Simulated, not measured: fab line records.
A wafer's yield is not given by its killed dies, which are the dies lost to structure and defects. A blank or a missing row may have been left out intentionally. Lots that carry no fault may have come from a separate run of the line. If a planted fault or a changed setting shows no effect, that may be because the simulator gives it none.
Matching of chambers / flow n5_finfet / N5_SDB_CUT_ETCH_26 on rie_si-01 has 4 sister chambers
The step etches Si in HBr/Cl2/O2, target depth 129.6 nm, bt time 20 s, time 51.8 s. 16 wafers are shown with their chamber, then 8 later ones without.

## EACH WAFER AND ITS CHAMBER
wafer=L076.2; chamber=0; drypump_motor_current_A (A)=5.8; oes_product_au (a.u.)=0.985
wafer=L076.5; chamber=2; drypump_motor_current_A (A)=6.1; oes_product_au (a.u.)=0.985
wafer=L076.6; chamber=3; drypump_motor_current_A (A)=6.2; oes_product_au (a.u.)=0.989
wafer=L082.1; chamber=2; drypump_motor_current_A (A)=6.1; oes_product_au (a.u.)=0.987
wafer=L082.3; chamber=3; drypump_motor_current_A (A)=6.2; oes_product_au (a.u.)=0.984
wafer=L082.6; chamber=3; drypump_motor_current_A (A)=6.3; oes_product_au (a.u.)=0.986
wafer=L083.1; chamber=3; drypump_motor_current_A (A)=6.2; oes_product_au (a.u.)=0.980
wafer=L083.2; chamber=0; drypump_motor_current_A (A)=5.8; oes_product_au (a.u.)=0.985
wafer=L083.3; chamber=1; drypump_motor_current_A (A)=5.9; oes_product_au (a.u.)=1.021
wafer=L083.4; chamber=2; drypump_motor_current_A (A)=6.1; oes_product_au (a.u.)=0.999
wafer=L083.5; chamber=1; drypump_motor_current_A (A)=5.9; oes_product_au (a.u.)=1.022
wafer=L083.6; chamber=2; drypump_motor_current_A (A)=6.1; oes_product_au (a.u.)=0.995
wafer=L087.1; chamber=2; drypump_motor_current_A (A)=6.1; oes_product_au (a.u.)=0.996
wafer=L087.2; chamber=3; drypump_motor_current_A (A)=6.2; oes_product_au (a.u.)=0.979
wafer=L087.6; chamber=1; drypump_motor_current_A (A)=6.0; oes_product_au (a.u.)=1.024
wafer=L091.3; chamber=1; drypump_motor_current_A (A)=5.9; oes_product_au (a.u.)=1.017

SIGNATURES, as means of the wafers listed above
reading=drypump_motor_current_A; chamber 0=5.800; chamber 1=5.925; chamber 2=6.100; chamber 3=6.220; scatter within a chamber=0.0359
reading=oes_product_au; chamber 0=0.98500; chamber 1=1.02100; chamber 2=0.99240; chamber 3=0.98360; scatter within a chamber=0.00449
Rule: for each reading, subtract the chamber's mean from the wafer's reading, divide by that reading's scatter and square the result; add these up over the readings and take the root, which gives the wafer's distance from the chamber. If the next closest chamber is less than 2 further off than the closest, the wafer can't be placed; otherwise it belongs to the closest. The scatter: the root of (the sum of the squares of (reading less its chamber's mean) over the shown wafers, divided by (wafers less chambers)).

## WAFERS WITHOUT THEIR CHAMBER
wafer=L091.4; drypump_motor_current_A (A)=6.2; oes_product_au (a.u.)=0.987
wafer=L091.6; drypump_motor_current_A (A)=5.9; oes_product_au (a.u.)=1.023
wafer=L092.3; drypump_motor_current_A (A)=5.9; oes_product_au (a.u.)=1.016
wafer=L092.5; drypump_motor_current_A (A)=5.9; oes_product_au (a.u.)=1.015
wafer=L092.6; drypump_motor_current_A (A)=5.8; oes_product_au (a.u.)=0.987
wafer=L097.2; drypump_motor_current_A (A)=5.9; oes_product_au (a.u.)=1.016
wafer=L097.3; drypump_motor_current_A (A)=6.2; oes_product_au (a.u.)=0.989
wafer=L097.6; drypump_motor_current_A (A)=6.1; oes_product_au (a.u.)=0.996

## EACH ONE'S CHAMBER
wafer=L091.4; from the rows above=3; in truth=3
wafer=L091.6; from the rows above=1; in truth=1
wafer=L092.3; from the rows above=1; in truth=1
wafer=L092.5; from the rows above=1; in truth=1
wafer=L092.6; from the rows above=0; in truth=0
wafer=L097.2; from the rows above=1; in truth=1
wafer=L097.3; from the rows above=can't be placed: 3 or 2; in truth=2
wafer=L097.6; from the rows above=2; in truth=2
Correctly placed: 7 of 8. Not placeable from these rows: 1 (in 1, the candidates include the true chamber). Number placed wrongly: 0.
